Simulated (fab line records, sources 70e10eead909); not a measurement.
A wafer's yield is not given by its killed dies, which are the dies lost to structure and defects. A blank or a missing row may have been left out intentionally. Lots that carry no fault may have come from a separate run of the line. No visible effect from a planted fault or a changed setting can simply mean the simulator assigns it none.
Struck lot and sound lot, side by side || flow nand harc || 15 out of 1159 route steps
Sound: these wafers, L557.1, L557.4, L557.5. The struck wafers were L553.1, L553.2, L553.6. The cause is given at the end.
Each step with rows lists, per side, the tool, then ch with its chambers, then its first start. Under that, the readings that differ: sound wafers || struck wafers || difference of the means || sigmas: that difference in standard deviations of wafers without a fault.
alike: same words and numbers on both sides, and readings whose means sit less than 2 such deviations apart. not compared: any withheld reading, any reading some wafer has no value for, any bound like >300 that may hide the same value, and any number with overlapping values for which the record gives no deviation.
Wherever a step has rows on one side only, a row that says differs or no value, or a row with sigmas, the two part there. Non-overlapping numbers with no deviation appear without sigmas and do not part them. Lack of a reading on every wafer of one side parts them only where that side has two or more wafers.

first, 1 step without rows for these wafers: NHARC_A_ONON_D1_DEP_12 (target thk 1000 nm).
NHARC_A_ONON_D1_THK_MEAS_14: measures by ellipsometry.
  struck on film metro-02, day 9 18:04; sound on film metro-01, day 10 19:47
{"reading": "thk nm (nm)", "sound": "990 989 989", "struck": "1009 1006 1009", "difference": "+19", "sigmas": "+2"}
then, 2 steps without rows for these wafers: NHARC_A_ONON_D1_ANNEAL_15 (time 3600 s); NHARC_A_ONON_D1_DEP_16 (target thk 1000 nm).
NHARC_A_ONON_D1_THK_MEAS_18: measures by ellipsometry.
  struck on film metro-02, day 10 02:06; sound on film metro-01, day 11 02:54
  alike: thk nm
next comes 1 step that has no rows for these wafers: NHARC_A_ONON_D1_DEP_19 (target thickness 1000 nm).
NHARC_A_ONON_D1_THK_MEAS_21: measures by ellipsometry.
  struck on film metro-02, day 10 02:40; sound on film metro-01, day 11 03:28
  alike: thk nm
next comes 1 step that has no rows for these wafers: NHARC_A_ONON_D1_DEP_22 (target thickness 1000 nm).
NHARC_A_ONON_D1_THK_MEAS_24: measures by ellipsometry.
  struck on film metro-01, day 10 03:14; sound on film metro-02, day 11 04:02
  alike: thk nm
next comes 1 step that has no rows for these wafers: NHARC_A_ONON_D1_DEP_25 (target thickness 1000 nm).
NHARC_A_ONON_D1_THK_MEAS_27: measures by ellipsometry.
  struck on film metro-02, day 10 03:48; sound on film metro-02, day 11 04:36
  alike: thk nm
NHARC_A_ONON_D1_DEP_28: target thk 1000 nm.
  sound on pecvd onon-01 ch 0, day 11 04:40; struck on pecvd onon-03 ch 0, day 10 03:52
  alike: n2o flow sccm
NHARC_A_ONON_D1_THK_MEAS_30: measures by ellipsometry.
  struck on film metro-01, day 10 04:22; sound on film metro-02, day 11 05:10
{"reading": "thk nm (nm)", "sound": "995 997 996", "struck": "1591 1592 1591", "difference": "+595", "sigmas": "+71"}
NHARC_A_ONON_D1_DEP_33: deposits SiO2, target thk 200 nm.
  sound on pecvd-02 ch 0,1, day 11 05:19; struck on pecvd-02 ch 0,1, day 10 04:25
  alike: heater power w, throttle valve pct
  not compared: since wet clean h
-- the record jumps here: 12 days lie between the struck wafers' starts before and after (it left off in module A_ONON_D1 and takes up again in module END, whose first step shown is number 1159 of the route) --
NHARC_END_SORT_01:
  here the record holds rows for the struck wafers (prober-02 ch 0, day 21 16:30) but none for the sound ones

WHERE THEY PART
Last at NHARC_END_SORT_01 as far as this record goes, first at NHARC_A_ONON_D1_THK_MEAS_14.

WHY: what had been put in by the simulator
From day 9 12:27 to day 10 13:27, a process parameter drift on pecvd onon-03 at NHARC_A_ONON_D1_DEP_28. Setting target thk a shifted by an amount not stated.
